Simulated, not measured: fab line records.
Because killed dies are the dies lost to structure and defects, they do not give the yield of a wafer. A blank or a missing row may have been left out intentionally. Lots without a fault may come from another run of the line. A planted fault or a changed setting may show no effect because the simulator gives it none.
Problem report in the 8D (eight disciplines) form, filled by code / flow n5-finfet / the parts of the form that need people (team, actions taken, sign-off) are left out

## 1. PROBLEM STATEMENT
exposure-dose-mJ-cm2 at N5_BEOL_M11_EXPOSE_25 reads a mean of 83.85 on 6 wafers of 2 lots; wafers without a fault read 85.43 with a standard deviation of 0.084. That is -19 standard deviations from the usual mean.
The step: exposes mask V10.
First observed at day 18 09:55: wafer L333.1, on arfi-scanner-03. At this step, 30 wafers from 10 lots have a number in the record. Rule for "out" (also "out of limits"): further than 4 standard deviations from the usual mean. The other wafers with a number count as sound.

## 2. WHAT THIS IS AND IS NOT
question=which readings at this step | is=exposure-dose-mJ-cm2 | is not=-
question=which lots | is=L331, L333 | is not=L313, L316, L317, L319, L320, L321, L324, L334
question=which wafers of those lots | is=all that have a number | is not=-
question=read on which tools | is=arfi-scanner-03 | is not=arfi-scanner-01, arfi-scanner-02
question=when | is=from day 18 09:55 | is not=up to then (21 sound wafers); but 3 sound wafers of L316 came after

## 3. WHAT RULES OUT EACH SUSPECT
Counting: a tool stays on the suspect list if, at a process step up to the reading, it processed all lots that are out and no sound lot following the first of them.
- arfi-scanner-03 at N5_BEOL_M11_EXPOSE_25 (exposes mask V10): kept. Every lot that is out went through it, starting with L333 (day 18 09:55), and after that it ran no sound lot; the last sound lot it ran before then is L324 (day 16 18:11). Its own readings are out on those wafers: exposure-dose-mJ-cm2.
After counting, what remains is arfi-scanner-03 at N5_BEOL_M11_EXPOSE_25.

## 4. THE CAUSE (what the simulator had put in)
Process parameters drifting: arfi-scanner-03 at N5_BEOL_M11_EXPOSE_25, beginning at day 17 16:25. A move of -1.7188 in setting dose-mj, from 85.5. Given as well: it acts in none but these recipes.
The count eliminated every tool but this one.

## 5. THE EFFECT CHAIN, in route order
Each row: a reading where the mean over the struck wafers with a number is more than 3 standard deviations away from the usual. Only readings whose record carries a usual standard deviation are examined. hours: median over the lots of the time between each lot's start at the first step of this table that gives one and its start at this step. sigmas: the change, counted in usual standard deviations.
hours=0; step=N5_BEOL_M11_EXPOSE_25; reading=exposure-dose-mJ-cm2; usual=85.43; on struck wafers=83.85; change=-1.58; sigmas=-19
The process steps in it:
- N5_BEOL_M11_EXPOSE_25: exposes mask V10.

## 6. WHAT WOULD HAVE CAUGHT IT SOONER
18 hours passed between the start of the fault at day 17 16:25 and the first reading out of limits in this record, taken at day 18 09:55.
